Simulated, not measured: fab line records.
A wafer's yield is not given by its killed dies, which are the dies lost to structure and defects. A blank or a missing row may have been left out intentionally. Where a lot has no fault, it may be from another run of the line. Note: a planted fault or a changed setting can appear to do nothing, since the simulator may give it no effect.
What tool caused it? + flow nand-harc + 12 lots, 36 wafers sampled, at 3 steps of a route of 1159

WHAT THE GAUGES READ, wafer by wafer
NHARC_A_BLC_OVL_MEAS_11.
| lot  | measured     | on         | overlay-x-nm (nm) |
|------|--------------|------------|-------------------|
| L076 | day 17 11:37 | overlay-02 | -1.0 -0.3 -0.6    |
| L077 | day 17 15:10 | overlay-02 | 0.0 -0.1 -0.4     |
| L078 | day 18 03:42 | overlay-01 | -1.3 -0.7 -0.9    |
| L081 | day 18 22:56 | overlay-02 | 0.0 0.2 0.2       |
| L084 | day 19 16:29 | overlay-02 | 1.3 0.9 1.1       |
| L088 | day 20 00:19 | overlay-01 | -1.1 -1.0 -0.7    |
| L086 | day 20 03:29 | overlay-02 | 1.0 0.3 0.5       |
| L085 | day 20 14:15 | overlay-01 | -0.7 -1.2 -0.5    |
| L090 | day 21 12:53 | overlay-01 | -0.5 -0.7 -0.9    |
| L092 | day 21 21:31 | overlay-01 | 0.9 1.4 0.9       |
| L097 | day 22 19:55 | overlay-01 | 0.2 0.2 0.2       |
| L096 | day 23 19:38 | overlay-01 | -0.3 0.3 -0.2     |

WHICH TOOL RAN EACH LOT (tool, then ch and the chambers of the sampled wafers, then the start)
| lot  | NHARC_A_CONTACT_ETCH_134             | NHARC_A_CONTACT_ETCH_98                       |
|------|--------------------------------------|-----------------------------------------------|
| L076 | har-cap-etch-02 ch 0, day 17 01:03   | rie-diel-04 ch 1,2,3, day 17 11:37 or earlier |
| L077 | har-cap-etch-01 ch 0,1, day 17 10:50 | rie-diel-08 ch 2,3, day 17 15:10 or earlier   |
| L078 | har-cap-etch-01 ch 0,1, day 17 22:39 | rie-diel-08 ch 0,1,2, day 18 03:42 or earlier |
| L081 | har-cap-etch-02 ch 0, day 18 15:05   | rie-diel-08 ch 1,2,3, day 18 22:56 or earlier |
| L084 | har-cap-etch-02 ch 0,1, day 19 07:34 | rie-diel-06 ch 1,2,3, day 19 16:29 or earlier |
| L088 | har-cap-etch-01 ch 0,1, day 19 18:19 | rie-diel-08 ch 2,3, day 20 00:19 or earlier   |
| L086 | har-cap-etch-02 ch 0,1, day 19 23:16 | rie-diel-04 ch 2,3, day 20 03:29 or earlier   |
| L085 | har-cap-etch-02 ch 0,1, day 20 09:44 | rie-diel-08 ch 0,2,3, day 20 14:15 or earlier |
| L090 | har-cap-etch-02 ch 0,1, day 20 21:40 | rie-diel-06 ch 0,1,2, day 21 12:53 or earlier |
| L092 | har-cap-etch-03 ch 0,1, day 21 14:56 | rie-diel-06 ch 1,2,3, day 21 21:31 or earlier |
| L097 | har-cap-etch-01 ch 0,1, day 22 15:33 | rie-diel-08 ch 0,2, day 22 19:55 or earlier   |
| L096 | har-cap-etch-01 ch 0,1, day 23 12:59 | rie-diel-08 ch 2,3, day 23 14:14              |
- NHARC_A_CONTACT_ETCH_134: etches the open film in C4F8/O2/Ar, time 140 s, target depth 700 nm.
- NHARC_A_CONTACT_ETCH_98: etches the open film in C4F6/O2, target depth 20 nm, time 10 s.

THE ANSWER, worked out from the rows above alone
Rule: the usual values come from the lots themselves. Put in order of their means at a reading, lots are off if they are a third of the lots or fewer, leave a main group of 4 or more, and stand apart from it by a gap of 3 or more times the standard deviation of the main group's means; of several such gaps the widest counts. A main group is skipped when, at the precision printed for the reading in the tables above, its means are all equal. A lot without any number at a reading at which 4 lots or more have one is off too. Any other lot the step has rows for is counted as sound.
No lot is off at any reading shown: from this, nothing can be told.

WHAT THE SIMULATOR PUT IN
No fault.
